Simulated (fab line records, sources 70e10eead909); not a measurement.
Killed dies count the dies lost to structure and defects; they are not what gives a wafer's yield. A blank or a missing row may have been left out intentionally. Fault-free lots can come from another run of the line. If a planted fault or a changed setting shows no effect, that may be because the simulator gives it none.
A sampling plan put to the test + flow nand-harc + one line in one fab, 36 faults in these records, each fault weighed on the records of the lots it struck
What counts as the plan is the set of the line's own looks, namely the steps on the route at which a gauge or an inspection reads a wafer and does not change it. Where struck wafers have a number at a look and the file lists that look's usual mean and standard deviation on fault-free wafers, the look can be judged. Caught: at a look after the fault's first step, the mean of the struck wafers lies 4 or more of those standard deviations (sigma) from the usual mean. On the tool: the fault's steps, tested the same way using the tool's own readings. A different recipe on the struck wafers counts as caught too, as does a record blank only for those wafers.

## THE FAULTS, as the simulator had put them in
1. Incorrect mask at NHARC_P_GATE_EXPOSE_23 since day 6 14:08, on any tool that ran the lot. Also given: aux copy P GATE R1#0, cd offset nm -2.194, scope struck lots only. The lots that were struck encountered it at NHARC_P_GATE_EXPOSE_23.
2. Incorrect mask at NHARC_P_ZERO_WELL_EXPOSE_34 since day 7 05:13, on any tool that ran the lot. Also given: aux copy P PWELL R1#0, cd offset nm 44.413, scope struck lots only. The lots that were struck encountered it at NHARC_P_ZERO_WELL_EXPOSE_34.
3. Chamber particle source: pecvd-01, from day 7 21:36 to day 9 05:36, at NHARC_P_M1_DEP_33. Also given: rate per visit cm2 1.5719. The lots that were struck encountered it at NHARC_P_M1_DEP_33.
4. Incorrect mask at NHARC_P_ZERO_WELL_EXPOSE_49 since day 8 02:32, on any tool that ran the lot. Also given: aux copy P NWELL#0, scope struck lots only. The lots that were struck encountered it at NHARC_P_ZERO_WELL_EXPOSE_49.
5. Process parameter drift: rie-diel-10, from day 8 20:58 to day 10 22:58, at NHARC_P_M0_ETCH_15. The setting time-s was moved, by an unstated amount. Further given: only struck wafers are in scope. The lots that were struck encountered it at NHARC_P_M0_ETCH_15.
6. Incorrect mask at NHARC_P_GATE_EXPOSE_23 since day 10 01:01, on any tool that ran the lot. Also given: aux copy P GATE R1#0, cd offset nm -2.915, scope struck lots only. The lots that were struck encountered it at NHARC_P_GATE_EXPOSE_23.
7. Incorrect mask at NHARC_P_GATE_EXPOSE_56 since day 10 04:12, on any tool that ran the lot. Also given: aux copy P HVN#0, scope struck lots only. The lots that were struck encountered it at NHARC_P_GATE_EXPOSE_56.
8. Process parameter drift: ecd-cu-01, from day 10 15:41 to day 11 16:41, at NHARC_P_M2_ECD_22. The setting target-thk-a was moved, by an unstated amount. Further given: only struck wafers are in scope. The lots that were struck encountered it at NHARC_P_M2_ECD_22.
9. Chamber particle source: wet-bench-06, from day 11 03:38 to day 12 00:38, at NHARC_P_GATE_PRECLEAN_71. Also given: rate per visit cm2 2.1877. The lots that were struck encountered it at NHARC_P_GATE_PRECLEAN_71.
10. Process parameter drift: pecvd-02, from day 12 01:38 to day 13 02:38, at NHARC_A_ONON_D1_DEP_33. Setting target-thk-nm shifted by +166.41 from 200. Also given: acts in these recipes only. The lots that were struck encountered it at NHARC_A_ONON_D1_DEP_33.
11. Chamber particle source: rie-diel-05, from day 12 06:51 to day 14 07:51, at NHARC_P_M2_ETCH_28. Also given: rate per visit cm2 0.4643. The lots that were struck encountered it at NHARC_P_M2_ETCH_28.
12. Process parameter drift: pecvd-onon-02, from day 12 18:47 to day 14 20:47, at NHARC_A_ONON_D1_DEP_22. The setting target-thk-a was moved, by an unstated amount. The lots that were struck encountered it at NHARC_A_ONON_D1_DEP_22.
13. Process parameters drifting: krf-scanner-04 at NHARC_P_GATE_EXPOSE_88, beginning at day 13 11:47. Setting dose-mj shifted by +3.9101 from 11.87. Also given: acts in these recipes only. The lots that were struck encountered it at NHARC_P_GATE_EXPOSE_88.
14. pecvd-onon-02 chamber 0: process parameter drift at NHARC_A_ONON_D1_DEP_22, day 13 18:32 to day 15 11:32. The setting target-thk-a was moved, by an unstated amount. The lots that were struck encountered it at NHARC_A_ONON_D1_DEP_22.
15. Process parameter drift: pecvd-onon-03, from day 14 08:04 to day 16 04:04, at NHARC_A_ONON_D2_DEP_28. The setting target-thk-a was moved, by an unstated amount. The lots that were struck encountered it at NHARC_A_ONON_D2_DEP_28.
16. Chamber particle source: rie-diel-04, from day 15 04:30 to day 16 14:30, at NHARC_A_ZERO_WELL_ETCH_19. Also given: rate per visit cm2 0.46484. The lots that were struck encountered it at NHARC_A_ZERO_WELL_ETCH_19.
17. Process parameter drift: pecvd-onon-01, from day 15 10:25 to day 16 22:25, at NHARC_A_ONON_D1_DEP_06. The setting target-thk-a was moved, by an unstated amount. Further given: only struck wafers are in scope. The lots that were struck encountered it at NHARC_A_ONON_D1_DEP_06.
18. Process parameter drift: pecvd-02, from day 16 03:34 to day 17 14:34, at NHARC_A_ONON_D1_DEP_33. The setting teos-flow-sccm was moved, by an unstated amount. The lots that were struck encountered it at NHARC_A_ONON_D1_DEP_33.
19. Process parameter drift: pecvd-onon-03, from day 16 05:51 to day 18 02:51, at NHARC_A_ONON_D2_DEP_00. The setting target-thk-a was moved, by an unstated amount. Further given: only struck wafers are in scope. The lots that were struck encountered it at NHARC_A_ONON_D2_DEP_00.
20. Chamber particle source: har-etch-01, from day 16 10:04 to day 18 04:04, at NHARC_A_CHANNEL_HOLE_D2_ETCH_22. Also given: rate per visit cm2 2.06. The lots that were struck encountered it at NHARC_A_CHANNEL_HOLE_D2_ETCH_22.
21. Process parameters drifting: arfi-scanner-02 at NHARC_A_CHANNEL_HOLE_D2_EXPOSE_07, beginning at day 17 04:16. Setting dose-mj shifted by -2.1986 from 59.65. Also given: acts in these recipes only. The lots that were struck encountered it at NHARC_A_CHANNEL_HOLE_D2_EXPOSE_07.
22. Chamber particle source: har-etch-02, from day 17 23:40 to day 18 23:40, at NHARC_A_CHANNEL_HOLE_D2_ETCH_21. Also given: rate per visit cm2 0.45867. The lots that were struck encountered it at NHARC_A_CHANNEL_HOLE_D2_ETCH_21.
23. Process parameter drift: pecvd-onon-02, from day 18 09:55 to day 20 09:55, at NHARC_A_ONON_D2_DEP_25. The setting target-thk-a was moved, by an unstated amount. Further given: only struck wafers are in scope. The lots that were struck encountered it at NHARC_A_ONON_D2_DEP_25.
24. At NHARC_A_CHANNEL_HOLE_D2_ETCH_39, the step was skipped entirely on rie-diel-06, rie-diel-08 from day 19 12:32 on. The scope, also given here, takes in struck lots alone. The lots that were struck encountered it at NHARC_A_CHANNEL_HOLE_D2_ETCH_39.
25. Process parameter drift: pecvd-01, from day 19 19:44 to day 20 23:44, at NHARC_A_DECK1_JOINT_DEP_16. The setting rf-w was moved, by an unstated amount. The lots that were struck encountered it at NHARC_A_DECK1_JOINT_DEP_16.
26. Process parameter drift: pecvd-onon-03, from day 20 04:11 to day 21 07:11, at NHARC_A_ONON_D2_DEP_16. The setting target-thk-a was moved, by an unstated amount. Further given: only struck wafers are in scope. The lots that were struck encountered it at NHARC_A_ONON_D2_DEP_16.
27. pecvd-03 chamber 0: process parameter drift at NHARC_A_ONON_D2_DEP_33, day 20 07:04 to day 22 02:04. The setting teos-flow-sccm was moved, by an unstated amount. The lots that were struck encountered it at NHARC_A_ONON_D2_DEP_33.
28. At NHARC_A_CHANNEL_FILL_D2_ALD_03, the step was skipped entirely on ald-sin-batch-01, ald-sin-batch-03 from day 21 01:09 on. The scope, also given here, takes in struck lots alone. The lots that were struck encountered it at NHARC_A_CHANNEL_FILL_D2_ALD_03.
29. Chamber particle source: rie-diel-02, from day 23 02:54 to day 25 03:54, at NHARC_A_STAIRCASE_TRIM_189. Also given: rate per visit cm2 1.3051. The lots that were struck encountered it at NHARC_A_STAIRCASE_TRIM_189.
30. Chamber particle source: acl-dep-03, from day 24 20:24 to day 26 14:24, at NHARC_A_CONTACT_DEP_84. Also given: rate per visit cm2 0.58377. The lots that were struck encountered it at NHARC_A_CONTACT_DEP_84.
31. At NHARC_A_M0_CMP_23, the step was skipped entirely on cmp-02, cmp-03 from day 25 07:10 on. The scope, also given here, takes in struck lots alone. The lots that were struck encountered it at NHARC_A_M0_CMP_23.
32. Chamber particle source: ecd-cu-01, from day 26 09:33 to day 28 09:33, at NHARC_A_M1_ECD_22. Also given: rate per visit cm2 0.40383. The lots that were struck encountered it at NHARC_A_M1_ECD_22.
33. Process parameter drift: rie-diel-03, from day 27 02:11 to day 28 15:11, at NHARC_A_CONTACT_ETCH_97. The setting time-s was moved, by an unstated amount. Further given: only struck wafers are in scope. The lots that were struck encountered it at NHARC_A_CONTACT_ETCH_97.
34. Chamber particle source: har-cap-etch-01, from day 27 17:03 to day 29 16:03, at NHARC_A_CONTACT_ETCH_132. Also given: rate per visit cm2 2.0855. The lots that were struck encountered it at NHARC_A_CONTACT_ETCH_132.
35. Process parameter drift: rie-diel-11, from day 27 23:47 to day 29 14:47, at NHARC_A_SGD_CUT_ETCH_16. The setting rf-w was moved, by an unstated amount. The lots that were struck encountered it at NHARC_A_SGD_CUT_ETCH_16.
36. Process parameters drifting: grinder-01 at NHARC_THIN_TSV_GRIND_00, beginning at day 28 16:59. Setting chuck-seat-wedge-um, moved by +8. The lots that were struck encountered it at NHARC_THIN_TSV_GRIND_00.

## WHAT THE PLAN SAW
| fault | on the tool itself                               | first look that catches it                      | reading, sigma                                                          | median hours from its first step to that look | hours from the fault's start to the first struck lot there | judged looks passed uncaught |
|-------|--------------------------------------------------|-------------------------------------------------|-------------------------------------------------------------------------|-----------------------------------------------|------------------------------------------------------------|------------------------------|
| 1     | under 2 sigma                                    | none of the 3 looks that can be judged after it | strongest: cd-nm at NHARC_P_GATE_CD_MEAS_26, -2.5                       | -                                             | -                                                          | 3                            |
| 2     | under 2 sigma                                    | NHARC_P_ZERO_WELL_CD_MEAS_37                    | cd-nm +21                                                               | 0.2                                           | 5                                                          | 0                            |
| 3     | under 2 sigma                                    | NHARC_P_M2_INSPECT_11                           | raw-defect-count +99 or beyond                                          | 1.4                                           | 9                                                          | 0                            |
| 4     | under 2 sigma                                    | NHARC_END_SORT_01                               | killed-at-periphery +99 or beyond                                       | 531.6                                         | 535                                                        | 0                            |
| 5     | run-length-s -43 sigma                           | NHARC_END_SORT_01                               | killed-at-periphery +99 or beyond                                       | 446.7                                         | 465                                                        | 0                            |
| 6     | under 2 sigma                                    | not the one look that can be judged after it    | strongest: cd-nm at NHARC_P_GATE_CD_MEAS_26, -3.6                       | -                                             | -                                                          | 1                            |
| 7     | no reading that can be judged                    | NHARC_END_SORT_01                               | killed-at-periphery +99 or beyond                                       | 455.5                                         | 457                                                        | 0                            |
| 8     | no reading that can be judged                    | not the one look that can be judged after it    | -                                                                       | -                                             | -                                                          | 1                            |
| 9     | under 2 sigma                                    | NHARC_P_GATE_INSPECT_28                         | raw-defect-count +99 or beyond                                          | 16.9                                          | 33                                                         | 0                            |
| 10    | under 2 sigma                                    | NHARC_A_ONON_D1_THK_MEAS_34                     | thk-nm +58                                                              | 0.4                                           | 4                                                          | 0                            |
| 11    | under 2 sigma                                    | NHARC_END_SORT_01                               | killed-at-periphery +18                                                 | 441.0                                         | 470                                                        | 1                            |
| 12    | no reading that can be judged                    | NHARC_A_ONON_D1_THK_MEAS_24                     | thk-nm +42                                                              | 0.5                                           | 3                                                          | 0                            |
| 13    | exposure-dose-mJ-cm2 +99 or beyond sigma         | NHARC_P_GATE_CD_MEAS_91                         | cd-nm +19                                                               | 0.1                                           | 8                                                          | 0                            |
| 14    | no reading that can be judged                    | NHARC_A_ONON_D1_THK_MEAS_24                     | thk-nm -38                                                              | 0.5                                           | 22                                                         | 0                            |
| 15    | no reading that can be judged                    | NHARC_A_ONON_D2_THK_MEAS_30                     | thk-nm +9.6                                                             | 0.5                                           | 13                                                         | 0                            |
| 16    | under 2 sigma                                    | NHARC_A_ZERO_WELL_INSPECT_17                    | raw-defect-count +51                                                    | 1.2                                           | 8                                                          | 0                            |
| 17    | no reading that can be judged                    | NHARC_A_ONON_D1_THK_MEAS_08                     | thk-nm +50                                                              | 0.5                                           | 5                                                          | 0                            |
| 18    | mfc-precursor-sccm -24 sigma                     | NHARC_A_ONON_D1_THK_MEAS_34                     | thk-nm -4.8                                                             | 0.4                                           | 9                                                          | 0                            |
| 19    | under 2 sigma                                    | NHARC_A_ONON_D2_THK_MEAS_02                     | thk-nm +11                                                              | 0.4                                           | 9                                                          | 0                            |
| 20    | under 2 sigma                                    | NHARC_A_CHANNEL_HOLE_D2_INSPECT_40              | raw-defect-count +13                                                    | 4.8                                           | 17                                                         | 0                            |
| 21    | exposure-dose-mJ-cm2 -30 sigma                   | not the one look that can be judged after it    | strongest: cd-nm at NHARC_A_CHANNEL_HOLE_D2_CD_MEAS_10, -3.5            | -                                             | -                                                          | 1                            |
| 22    | under 2 sigma                                    | none of the 2 looks that can be judged after it | strongest: raw-defect-count at NHARC_A_CHANNEL_HOLE_D2_INSPECT_40, +2.8 | -                                             | -                                                          | 2                            |
| 23    | under 2 sigma                                    | NHARC_A_ONON_D2_THK_MEAS_27                     | thk-nm -19                                                              | 0.4                                           | 21                                                         | 0                            |
| 24    | the tool's record is blank for the struck wafers | NHARC_END_SORT_01                               | killed-at-array +34                                                     | 274.4                                         | 260                                                        | 0                            |
| 25    | rf-fwd-power-W +99 or beyond sigma               | none of the 2 looks that can be judged after it | strongest: thk-nm at NHARC_A_DECK1_JOINT_THK_MEAS_17, +3.9              | -                                             | -                                                          | 2                            |
| 26    | under 2 sigma                                    | NHARC_A_ONON_D2_THK_MEAS_18                     | thk-nm +59                                                              | 0.4                                           | 3                                                          | 0                            |
| 27    | mfc-precursor-sccm -50 sigma                     | NHARC_A_ONON_D2_THK_MEAS_34                     | thk-nm -10                                                              | 0.4                                           | 3                                                          | 0                            |
| 28    | the tool's record is blank for the struck wafers | NHARC_END_SORT_01                               | killed-dies +34                                                         | 260.3                                         | 268                                                        | 0                            |
| 29    | under 2 sigma                                    | NHARC_END_SORT_01                               | killed-at-array +5.0                                                    | 211.0                                         | 226                                                        | 0                            |
| 30    | under 2 sigma                                    | NHARC_A_CONTACT_INSPECT_10                      | raw-defect-count +11                                                    | 2.0                                           | 2                                                          | 0                            |
| 31    | the tool's record is blank for the struck wafers | NHARC_A_M0_THK_MEAS_24                          | thk-nm +99 or beyond                                                    | 0.3                                           | 4                                                          | 0                            |
| 32    | no reading that can be judged                    | NHARC_END_SORT_01                               | defect-limited-yield -10                                                | 35.9                                          | 60                                                         | 1                            |
| 33    | run-length-s -10 sigma                           | NHARC_END_SORT_01                               | killed-at-array +34                                                     | 53.3                                          | 58                                                         | 0                            |
| 34    | no reading that can be judged                    | not the one look that can be judged after it    | strongest: killed-at-array at NHARC_END_SORT_01, +3.1                   | -                                             | -                                                          | 1                            |
| 35    | rf-fwd-power-W +99 or beyond sigma               | NHARC_END_SORT_01                               | killed-dies +34                                                         | 127.3                                         | 136                                                        | 0                            |
| 36    | under 2 sigma                                    | NHARC_END_SORT_01                               | killed-at-other +99 or beyond                                           | 17.7                                          | 19                                                         | 0                            |
A dash: the fault is not caught, or the number is missing from these records.

Caught at a look: 29 of 36. Caught on the tool: 11 of 36. By one or the other: 31 of 36.
Faults 21, 25 were caught on the tool alone.
Caught at a look alone: faults 2, 3, 4, 7, 9, 10, 11, 12, 14, 15, 16, 17, 19, 20, 23, 26, 29, 30, 32, 36.
Caught by neither: faults 1, 6, 8, 22, 34.

## THINNER SAMPLING
In the worst case, this is how late the first struck lot would be measured if the look that catches a fault measured only every second or every third lot, by lot number:
| fault | struck lots at that look, in order of time | every lot | every second lot | every third lot |
|-------|--------------------------------------------|-----------|------------------|-----------------|
| 2     | L638                                       | 5 h       | may miss it      | may miss it     |
| 3     | L765, L768                                 | 9 h       | 32 h             | may miss all 2  |
| 4     | L239                                       | 535 h     | may miss it      | may miss it     |
| 5     | L860                                       | 465 h     | may miss it      | may miss it     |
| 7     | L846                                       | 457 h     | may miss it      | may miss it     |
| 9     | L582, L583                                 | 33 h      | 33 h             | may miss all 2  |
| 10    | L686, L687                                 | 4 h       | 17 h             | may miss all 2  |
| 11    | L774, L775, L776                           | 470 h     | 478 h            | 478 h           |
| 12    | L910, L913                                 | 3 h       | 46 h             | may miss all 2  |
| 13    | L146, L147, L149                           | 8 h       | 21 h             | may miss all 3  |
| 14    | L229, L231                                 | 22 h      | may miss all 2   | may miss all 2  |
| 15    | L923, L925                                 | 13 h      | may miss all 2   | may miss all 2  |
| 16    | L786, L788                                 | 8 h       | may miss all 2   | may miss all 2  |
| 17    | L367, L368                                 | 5 h       | 13 h             | may miss all 2  |
| 18    | L115, L116                                 | 9 h       | 18 h             | may miss all 2  |
| 19    | L238, L240, L242                           | 9 h       | may miss all 3   | 35 h            |
| 20    | L208, L210                                 | 17 h      | may miss all 2   | may miss all 2  |
| 23    | L701, L703                                 | 21 h      | may miss all 2   | may miss all 2  |
| 24    | L742, L744, L745                           | 260 h     | 304 h            | may miss all 3  |
| 26    | L336, L338                                 | 3 h       | may miss all 2   | may miss all 2  |
| 27    | L825, L827                                 | 3 h       | may miss all 2   | may miss all 2  |
| 28    | L509, L510                                 | 268 h     | 268 h            | may miss all 2  |
| 29    | L452, L453                                 | 226 h     | 245 h            | may miss all 2  |
| 30    | L755, L754                                 | 2 h       | 3 h              | may miss all 2  |
| 31    | L380, L379                                 | 4 h       | 6 h              | may miss all 2  |
| 32    | L781, L782                                 | 60 h      | 67 h             | may miss all 2  |
| 33    | L185, L186, L187                           | 58 h      | 79 h             | 79 h            |
| 35    | L783, L785                                 | 136 h     | may miss all 2   | may miss all 2  |
| 36    | L939, L943                                 | 19 h      | may miss all 2   | may miss all 2  |
Hours count from the start of the fault until the first struck lot that is measured. The limit of 4 sigma was tested on all struck wafers together, so one lot alone may lie under it. Other struck lots may not be in these records.

## THE LONGEST TIMED WAY FROM STEP TO LOOK
Fault 4: median gap of 531.6 hours between NHARC_P_ZERO_WELL_EXPOSE_49 and NHARC_END_SORT_01. No look between them can be judged.
